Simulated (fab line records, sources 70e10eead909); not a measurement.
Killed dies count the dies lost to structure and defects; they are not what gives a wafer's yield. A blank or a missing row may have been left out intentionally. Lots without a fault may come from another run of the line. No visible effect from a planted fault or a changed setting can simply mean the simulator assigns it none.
fab line records ; flow nandHarc
[record] lots = 13; wafers = 39; lastDay = 33
route steps=1302 shown A_ONON_D1@426 THIN_TSV@1263 END@1302
lots with no fault: from the same line, run without faults
startH: hours from the record's opening day to when the first of the lot's shown wafers began ; waitH: how many hours have passed since the lot's step before this one ; " as in the row above ; L1.1+2: one row covering several wafers at once ; - no value present, or no start provided ; * or withheld: withheld ; < > ~ a bound
route shown NAME@n: a module of which the file shows steps, and the number in the route of the first ; usual: mean/standard deviation taken from wafers without a fault ; same: alike in all rows ; chamber/n: place in a boat ; sites: readings site by site ; _std_site: how widely they spread, as a standard deviation ; _edge_site: outer sites' mean less inner sites' ; radiusMm: for every site, how far away it sits from the centre of the wafer ; mask NAME#n: copy n ; behind: the most recent tool/chamber to have shaped the wafer ; hold: why the lot went on hold/how many hours it stayed there/how the hold came to an end ; device: whichever transistor did not switch (one of n, p or np) ; end of line: at the end of the route, the tests of the same wafers ; step lacking rows: just its recipe ; killed: at the first sort, the dies lost to defects and structure; wafer yield is something else ; map: the dies of a wafer, with x for killed, . for not killed, _ for no die there
set.NAME: the setting as run; set.NAME@STEP: as run at that earlier step ; model.NAME: the simulator's own value behind a step, which no gauge read
route steps across a sampled set of lots; one table per step, one row per wafer
services: a tool's chamber out of use, with start hour (startH, from the record's first day; less than 0 if before it), hours out, and reason
[[steps]]
[step NHARC_A_ONON_D1_DEP_03]
[recipe] targetThkA = 10000; n2FlowSccm = 2750; n2oFlowSccm = 2000; nh3FlowSccm = 500; sih4FlowSccm = 210; tempC = 400
[usual] n2FlowSccm = 2750/8.5; n2oFlowSccm = 2000/4.9; nh3FlowSccm = 500.0/1.5; susceptorTempC = 399.99/0.21
lot.wafer;tool;chamber;startH;waitH;n2FlowSccm;n2oFlowSccm;nh3FlowSccm;susceptorTempC
L883.3;pecvdOnon-04;0;168.47;0.2;2758;1997;500.0;399.65
L883.4;pecvdOnon-04;0;168.47;0.2;2740;2005;499.7;399.89
L883.5;pecvdOnon-04;0;168.47;0.2;2759;1996;502.1;400.03
L882.4;pecvdOnon-03;0;168.53;0.2;2754;2007;496.7;399.99
L882.5;pecvdOnon-03;0;168.53;0.2;2758;2001;501.3;400.03
L882.6;pecvdOnon-03;0;168.53;0.2;2751;2006;501.8;399.94
L884.3;pecvdOnon-03;0;185.15;0.2;2755;1999;500.9;399.84
L884.4;pecvdOnon-03;0;185.15;0.2;2750;1998;500.6;399.67
L884.5;pecvdOnon-03;0;185.15;0.2;2757;1999;499.6;399.75
L886.2;pecvdOnon-03;0;204.35;0.1;2737;2004;501.6;400.18
L886.3;pecvdOnon-03;0;204.35;0.1;2752;2006;500.5;399.53
L886.4;pecvdOnon-03;0;204.35;0.1;2739;1993;500.3;400.27
L887.1;pecvdOnon-04;0;211.22;0.1;2753;2010;501.5;400.19
L887.4;pecvdOnon-04;0;211.22;0.1;2750;1996;500.0;399.98
L887.5;pecvdOnon-04;0;211.22;0.1;2747;2001;500.4;400.21
L889.2;pecvdOnon-02;0;233.77;0.1;2754;2008;501.5;400.09
L889.3;pecvdOnon-02;0;233.77;0.1;2756;2003;500.9;399.72
L889.6;pecvdOnon-02;0;233.77;0.1;2756;1999;500.9;399.95
L890.1;pecvdOnon-03;0;245.66;0.1;2761;2003;500.9;399.92
L890.2;pecvdOnon-03;0;245.66;0.1;2753;1989;501.6;400.06
L890.5;pecvdOnon-03;0;245.66;0.1;2755;1995;499.9;399.90
L891.1;pecvdOnon-02;0;251.51;0.1;2739;1999;500.9;399.70
L891.2;pecvdOnon-02;0;251.51;0.1;2737;1999;500.3;399.72
L891.6;pecvdOnon-02;0;251.51;0.1;2731;2002;496.9;399.81
L897.1;pecvdOnon-03;0;309.23;0.1;2757;1992;500.4;400.02
L897.4;pecvdOnon-03;0;309.23;0.1;2752;2000;502.0;399.74
L897.5;pecvdOnon-03;0;309.23;0.1;2751;1997;501.7;399.78
L899.2;pecvdOnon-03;0;327.12;0.1;2757;1998;497.8;400.04
L899.4;pecvdOnon-03;0;327.12;0.1;2754;1998;499.1;400.32
L899.6;pecvdOnon-03;0;327.12;0.1;2754;2000;500.8;400.01
L904.2;pecvdOnon-04;0;384.12;0.1;2746;1999;498.6;399.87
L904.3;pecvdOnon-04;0;384.12;0.1;2748;2000;497.0;400.18
L904.5;pecvdOnon-04;0;384.12;0.1;2755;1997;498.0;400.29
L903.2;pecvdOnon-02;0;384.17;0.1;2751;2009;501.6;400.22
L903.3;pecvdOnon-02;0;384.17;0.1;2751;2011;500.6;400.29
L903.4;pecvdOnon-02;0;384.17;0.1;2772;2007;502.3;400.11
L905.1;pecvdOnon-03;0;396.73;0.1;2744;1998;498.8;399.77
L905.2;pecvdOnon-03;0;396.73;0.1;2749;1996;498.1;400.02
L905.3;pecvdOnon-03;0;396.73;0.1;2750;1998;498.4;399.77
[step NHARC_THIN_TSV_ETCH_15]
[recipe] targetDepthA = 30000; boschTargetOveretchCycles = 2; boschEtchStepS = 2.8; boschDepStepS = 1.2; boschCycles = 14
[usual] drypumpMotorCurrentA = 5.8/0.38
lot.wafer;tool;chamber;startH;waitH;drypumpMotorCurrentA;rfHoursCounterH
L883.3;rieSi-05;1;565.85;-;6.0;0.43
L883.4;rieSi-05;0;565.85;-;6.6;0.54
L883.5;rieSi-05;1;565.85;-;6.0;-
L882.4;rieSi-06;3;566.70;-;5.7;0.90
L882.6;rieSi-06;1;566.70;-;5.9;-
L882.5;rieSi-06;2;566.70;-;6.0;-
L886.3;rieSi-05;1;580.63;-;6.0;0.53
L886.2;rieSi-05;3;580.63;-;5.0;0.63
L886.4;rieSi-05;0;580.63;-;6.6;0.62
L884.3;rieSi-02;1;581.85;-;5.2;0.64
L884.4;rieSi-02;2;581.85;-;5.8;0.65
L884.5;rieSi-02;3;581.85;-;5.9;-
L887.4;rieSi-05;3;583.03;-;4.9;0.65
L887.1;rieSi-05;1;583.03;-;6.0;0.58
L887.5;rieSi-05;0;583.03;-;6.6;-
L889.2;rieSi-05;2;610.79;-;5.6;0.81
L889.3;rieSi-05;0;610.79;-;6.5;0.77
L889.6;rieSi-05;1;610.79;-;6.0;-
L891.1;rieSi-06;2;623.37;-;6.0;0.01
L891.2;rieSi-06;0;623.37;-;6.3;0.03
L891.6;rieSi-06;2;623.37;-;6.1;-
L890.1;rieSi-02;2;624.60;-;5.8;0.91
L890.2;rieSi-02;3;624.60;-;5.8;0.88
L890.5;rieSi-02;1;624.60;-;5.2;-
L897.1;rieSi-02;0;680.31;-;5.8;0.19
L897.4;rieSi-02;2;680.31;-;5.8;0.23
L897.5;rieSi-02;0;680.31;-;5.8;-
L899.2;rieSi-05;2;717.59;-;5.6;0.47
L899.6;rieSi-05;2;717.59;-;5.6;-
L899.4;rieSi-05;1;717.59;-;6.0;-
L904.3;rieSi-02;2;765.78;-;5.8;0.74
L904.2;rieSi-02;0;765.78;-;5.9;0.57
L904.5;rieSi-02;2;765.78;-;5.8;-
L903.2;rieSi-05;1;766.97;-;6.0;0.90
L903.3;rieSi-05;2;766.97;-;5.6;0.90
L903.4;rieSi-05;0;766.97;-;6.6;-
L905.3;rieSi-06;1;779.95;-;5.9;1.00
L905.1;rieSi-06;2;779.95;-;6.0;0.94
L905.2;rieSi-06;0;779.95;-;6.4;0.93
[step NHARC_THIN_TSV_CD_MEAS_16]
[usual] cdNm = 999.7/2.3
lot.wafer;tool;chamber;startH;waitH;cdNm
L883.3;cdSem-01;-;566.00;0.1;1002.7
L883.4;cdSem-01;-;566.00;0.1;999.1
L883.5;cdSem-01;-;566.00;0.1;1002.7
L882.4;cdSem-02;-;566.82;0.1;996.1
L882.5;cdSem-02;-;566.82;0.1;999.2
L882.6;cdSem-02;-;566.82;0.1;997.4
L886.2;cdSem-03;-;580.77;0.1;994.4
L886.3;cdSem-03;-;580.77;0.1;996.2
L886.4;cdSem-03;-;580.77;0.1;997.8
L884.3;cdSem-01;-;581.97;0.1;1001.6
L884.4;cdSem-01;-;581.97;0.1;996.1
L884.5;cdSem-01;-;581.97;0.1;999.8
L887.1;cdSem-03;-;583.18;0.1;998.6
L887.4;cdSem-03;-;583.18;0.1;997.5
L887.5;cdSem-03;-;583.18;0.1;1000.6
L889.2;cdSem-01;-;610.92;0.1;998.1
L889.3;cdSem-01;-;610.92;0.1;996.9
L889.6;cdSem-01;-;610.92;0.1;996.9
L891.1;cdSem-02;-;623.50;0.1;1003.8
L891.2;cdSem-02;-;623.50;0.1;999.9
L891.6;cdSem-02;-;623.50;0.1;998.6
L890.1;cdSem-02;-;624.73;0.1;1001.4
L890.2;cdSem-02;-;624.73;0.1;1001.2
L890.5;cdSem-02;-;624.73;0.1;999.1
L897.1;cdSem-03;-;680.46;0.1;996.4
L897.4;cdSem-03;-;680.46;0.1;997.2
L897.5;cdSem-03;-;680.46;0.1;1000.2
L899.2;cdSem-03;-;717.76;0.2;999.6
L899.4;cdSem-03;-;717.76;0.2;997.9
L899.6;cdSem-03;-;717.76;0.2;1000.3
L904.2;cdSem-02;-;765.92;0.1;1001.5
L904.3;cdSem-02;-;765.92;0.1;1003.1
L904.5;cdSem-02;-;765.92;0.1;1001.7
L903.2;cdSem-01;-;767.14;0.2;1001.2
L903.3;cdSem-01;-;767.14;0.2;997.9
L903.4;cdSem-01;-;767.14;0.2;1001.8
L905.1;cdSem-03;-;780.10;0.1;996.5
L905.2;cdSem-03;-;780.10;0.1;998.1
L905.3;cdSem-03;-;780.10;0.1;1000.0
[step NHARC_THIN_TSV_PRE_CLEAN_54]
[recipe] timeS = 30; tempC = 280; gas = H2/He
[usual] heaterPowerW = 401/33; susceptorTempC = 280.02/0.18
lot.wafer;tool;chamber;startH;waitH;heaterPowerW;susceptorTempC
L883.4;pvdSputter-02;-;569.90;0.1;367;-
L883.3;pvdSputter-02;-;569.90;0.1;430;-
L883.5;pvdSputter-02;-;569.90;0.1;398;-
L882.4;pvdSputter-01;-;570.71;0.1;387;-
L882.5;pvdSputter-01;-;570.71;0.1;454;-
L882.6;pvdSputter-01;-;570.71;0.1;392;-
L886.2;pvdSputter-03;-;584.64;0.0;391;279.99
L886.4;pvdSputter-03;-;584.64;0.0;395;279.91
L886.3;pvdSputter-03;-;584.64;0.0;422;279.95
L884.4;pvdSputter-03;-;585.88;0.1;431;279.72
L884.3;pvdSputter-03;-;585.88;0.1;355;280.07
L884.5;pvdSputter-03;-;585.88;0.1;445;280.11
L887.4;pvdSputter-02;-;587.16;0.0;404;280.09
L887.1;pvdSputter-02;-;587.16;0.0;384;280.07
L887.5;pvdSputter-02;-;587.16;0.0;366;280.26
L889.3;pvdSputter-02;-;614.79;0.1;364;280.02
L889.2;pvdSputter-02;-;614.79;0.1;385;280.05
L889.6;pvdSputter-02;-;614.79;0.1;379;279.70
L891.1;pvdSputter-01;-;627.42;0.1;398;-
L891.2;pvdSputter-01;-;627.42;0.1;499;-
L891.6;pvdSputter-01;-;627.42;0.1;418;-
L890.2;pvdSputter-02;-;628.60;0.0;375;280.24
L890.1;pvdSputter-02;-;628.60;0.0;424;279.85
L890.5;pvdSputter-02;-;628.60;0.0;383;280.57
L897.1;pvdSputter-02;-;684.34;0.1;371;279.84
L897.4;pvdSputter-02;-;684.34;0.1;364;280.05
L897.5;pvdSputter-02;-;684.34;0.1;409;280.04
L899.2;pvdSputter-03;-;721.63;0.1;432;-
L899.4;pvdSputter-03;-;721.63;0.1;402;-
L899.6;pvdSputter-03;-;721.63;0.1;425;-
L904.2;pvdSputter-03;-;770.10;0.1;382;279.98
L904.3;pvdSputter-03;-;770.10;0.1;423;280.26
L904.5;pvdSputter-03;-;770.10;0.1;369;280.12
L903.4;pvdSputter-02;-;771.07;0.0;410;-
L903.3;pvdSputter-02;-;771.07;0.0;395;-
L903.2;pvdSputter-02;-;771.07;0.0;354;-
L905.2;pvdSputter-02;-;784.03;0.0;395;-
L905.3;pvdSputter-02;-;784.03;0.0;370;-
L905.1;pvdSputter-02;-;784.03;0.0;405;-
[step NHARC_END_SORT_01]
[recipe] tempC = 25
[usual] killedAtArray = 52/16; killedAtOther = 0.8/0.98; killedAtPeriphery = 4.2/2.9; killedDies = 57/16; killedOpen = 3.3/1.9; killedShort = 2.5/1.5
[same] grossDies = 677
lot.wafer;tool;chamber;startH;waitH;killedAtArray;killedAtOther;killedAtPeriphery;killedDies;killedOpen;killedShort
L897.1;prober-02;0;694.30;2.5;96;2;3;101;2;6
L897.4;prober-02;0;696.69;3.4;98;1;5;104;3;3
L897.5;prober-02;0;697.48;3.7;91;3;1;95;1;0
L899.2;prober-02;0;735.01;2.8;106;0;9;115;6;1
L899.4;prober-02;0;736.59;3.4;108;2;7;117;1;3
L899.6;prober-02;0;738.17;3.9;93;2;1;96;2;3
// killed by level:class
L897.1 A_ONON_D1:unspecified=39 A_SLIT:chamberFilmFlake=25 A_CHANNEL_HOLE_D1:chamberFilmFlake=10 A_CONTACT:chamberFilmFlake=6 A_STAIRCASE:chamberFilmFlake=3 P_BONDPAD:chamberFilmFlake=2 A_ZERO_WELL:chamberFilmFlake=2 A_WL_FILL:chamberFilmFlake=2
L897.4 A_SLIT:chamberFilmFlake=40 A_ONON_D1:unspecified=34 A_STAIRCASE:chamberFilmFlake=6 A_CHANNEL_HOLE_D1:chamberFilmFlake=5 A_CONTACT:chamberFilmFlake=4 P_ZERO_WELL:chamberFilmFlake=3 A_ZERO_WELL:chamberFilmFlake=3 A_DECK1_JOINT:chamberFilmFlake=2
L897.5 A_SLIT:chamberFilmFlake=39 A_ONON_D1:unspecified=35 A_CHANNEL_HOLE_D1:chamberFilmFlake=7 A_STAIRCASE:chamberFilmFlake=4 THIN_TSV:chamberFilmFlake=3 A_CONTACT:chamberFilmFlake=3 A_WL_FILL:geometricParticle:open=1 P_BONDPAD:chamberFilmFlake=1
L899.2 A_ONON_D1:unspecified=34 A_SLIT:chamberFilmFlake=32 A_CHANNEL_HOLE_D2:chamberFilmFlake=25 A_CHANNEL_HOLE_D1:chamberFilmFlake=5 P_M2:chamberFilmFlake=3 A_STAIRCASE:chamberFilmFlake=3 P_M0:geometricParticle:open=2 P_GATE:chamberFilmFlake=2
L899.4 A_ONON_D1:unspecified=33 A_SLIT:chamberFilmFlake=31 A_CHANNEL_HOLE_D2:chamberFilmFlake=23 A_CHANNEL_HOLE_D1:chamberFilmFlake=7 A_STAIRCASE:chamberFilmFlake=7 A_CONTACT:chamberFilmFlake=4 P_ZERO_WELL:chamberFilmFlake=2 THIN_TSV:chamberFilmFlake=2
L899.6 A_ONON_D1:unspecified=34 A_SLIT:chamberFilmFlake=28 A_CHANNEL_HOLE_D2:chamberFilmFlake=19 A_STAIRCASE:chamberFilmFlake=4 A_SGD_CUT:geometricParticle:short=2 A_CONTACT:chamberFilmFlake=2 A_DECK1_JOINT:geometricParticle:open=1 A_WL_FILL:geometricParticle:short=1
[[services]]
tool;chamber;startH;hours;kind
rieSi-05;1;152.48;14.1;repair
rieSi-02;0;204.64;4.1;repair
pvdSputter-03;-;209.34;10.0;pm
rieSi-02;1;211.24;2.0;repair
pecvdOnon-03;-;227.00;13.0;pm
rieSi-02;-;231.97;0.3;repair
rieSi-05;-;305.04;9.0;pm
pvdSputter-02;-;372.09;16.0;repair
pecvdOnon-03;-;408.15;13.0;pm
rieSi-05;3;413.92;7.3;repair
pvdSputter-02;-;418.31;4.8;repair
pvdSputter-02;-;460.10;10.0;pm
rieSi-05;-;482.04;9.0;pm
rieSi-05;1;511.86;6.2;repair
pvdSputter-02;-;523.57;3.9;repair
pvdSputter-02;-;564.17;1.7;repair
pecvdOnon-03;-;589.15;13.0;pm
pecvdOnon-03;-;612.58;4.0;repair
pvdSputter-02;-;638.10;10.0;pm
pvdSputter-02;-;648.14;2.0;repair
rieSi-05;3;658.34;126.2;repair
rieSi-05;-;659.04;9.0;pm
pvdSputter-02;-;708.81;0.8;repair
pecvdOnon-03;-;770.43;13.0;pm
[[key]]
[firstSign] step = NHARC_END_SORT_01; reading = killedAtArray; direction = up; sigmas = 2.9; usual = 52; struck = 99
[effect] step = NHARC_END_SORT_01; reading = killedDies; direction = up; sigmas = 2.9; usual = 57; struck = 105
[moreKillsBornAt] NHARC_A_ONON_D1_DEP_03@pecvdOnon-03 = 209
metAt NHARC_A_ONON_D1_DEP_03
struckLots L897,L899
testerLeftOut L897,L899
notActingAt NHARC_THIN_TSV_ETCH_15,NHARC_THIN_TSV_CD_MEAS_16,NHARC_THIN_TSV_PRE_CLEAN_54
onsetBetween 245.66 309.23
[fault] kind = chamberParticleSource; tool = pecvdOnon-03; chamber = -; onsetH = 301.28; steps = NHARC_A_ONON_D1_DEP_03; ratePerVisitCm2 = 0.45731; endH = 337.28
// testerLeftOut: of these lots the tester's yield and bins aren't shown, on N5 and GAA mostly nor the transistor test; their killed dies are dies lost to structure and defects alone, not to doping, threshold or leakage, so they don't give the yield
